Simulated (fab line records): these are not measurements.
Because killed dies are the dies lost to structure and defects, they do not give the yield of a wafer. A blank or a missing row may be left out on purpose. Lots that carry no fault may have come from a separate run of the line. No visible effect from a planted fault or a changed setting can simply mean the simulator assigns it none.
Chamber matching -- flow n5_finfet -- N5_ILD0_LINER_00 on ald_sin-03 has 4 sister chambers
The step material SiNx, target thk 4 nm, pulse time 1 s, purge time 2 s. 22 wafers are shown with their chamber, then 11 later ones without.

== WAFERS WITH THEIR CHAMBER ==
wafer,chamber,heater_power_w (W),precursor_pulse_height_rel
L074.1,3,759,0.999
L074.2,1,944,0.990
L074.3,0,724,1.013
L075.1,0,726,1.006
L075.2,2,811,1.006
L075.4,1,943,0.998
L081.1,3,770,0.980
L081.2,1,937,0.994
L081.6,0,720,0.989
L083.1,0,744,1.024
L083.3,2,795,1.027
L083.5,3,792,1.021
L084.1,2,826,0.995
L084.3,3,766,1.003
L084.6,1,933,1.018
L086.2,1,915,0.993
L086.5,0,741,0.995
L086.6,3,770,1.014
L085.3,1,949,1.008
L085.4,0,761,0.975
L085.5,0,737,1.008
L088.1,0,733,0.979

SIGNATURES, as means of the wafers listed above
reading,chamber 0,chamber 1,chamber 2,chamber 3,scatter within a chamber
heater_power_w,735.75,936.83,810.67,771.40,13
precursor_pulse_height_rel,0.99862,1.00017,1.00933,1.00340,0.0152
Rule: a wafer lies at a distance from a chamber equal to the root of the sum of squares, over the readings, of (its reading less the chamber's mean, divided by the reading's scatter). The wafer belongs to the nearest chamber; if the next one is less than 2 further off, it can't be placed. The scatter is the square root of a quotient: the sum, over the shown wafers, of each reading's squared deviation from its chamber's mean, divided by wafers minus chambers.

== WAFERS WITHOUT THEIR CHAMBER ==
wafer,heater_power_w (W),precursor_pulse_height_rel
L088.3,775,0.976
L088.4,913,0.997
L089.1,720,0.995
L089.3,946,1.005
L089.6,931,1.009
L092.1,810,0.967
L092.2,752,0.989
L092.3,940,0.975
L093.1,719,1.017
L093.2,942,1.025
L093.4,786,1.037

== EACH ONE'S CHAMBER ==
wafer,from the rows above,in truth
L088.3,can't be placed: 3 or 0 or 2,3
L088.4,1,1
L089.1,0,0
L089.3,1,1
L089.6,1,1
L092.1,can't be placed: 2 or 3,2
L092.2,can't be placed: 0 or 3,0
L092.3,1,1
L093.1,0,0
L093.2,1,1
L093.4,can't be placed: 3 or 2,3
Correctly placed: 7 of 11. These rows do not allow placing 4 (true chamber among the candidates in 4). Number placed wrongly: 0.
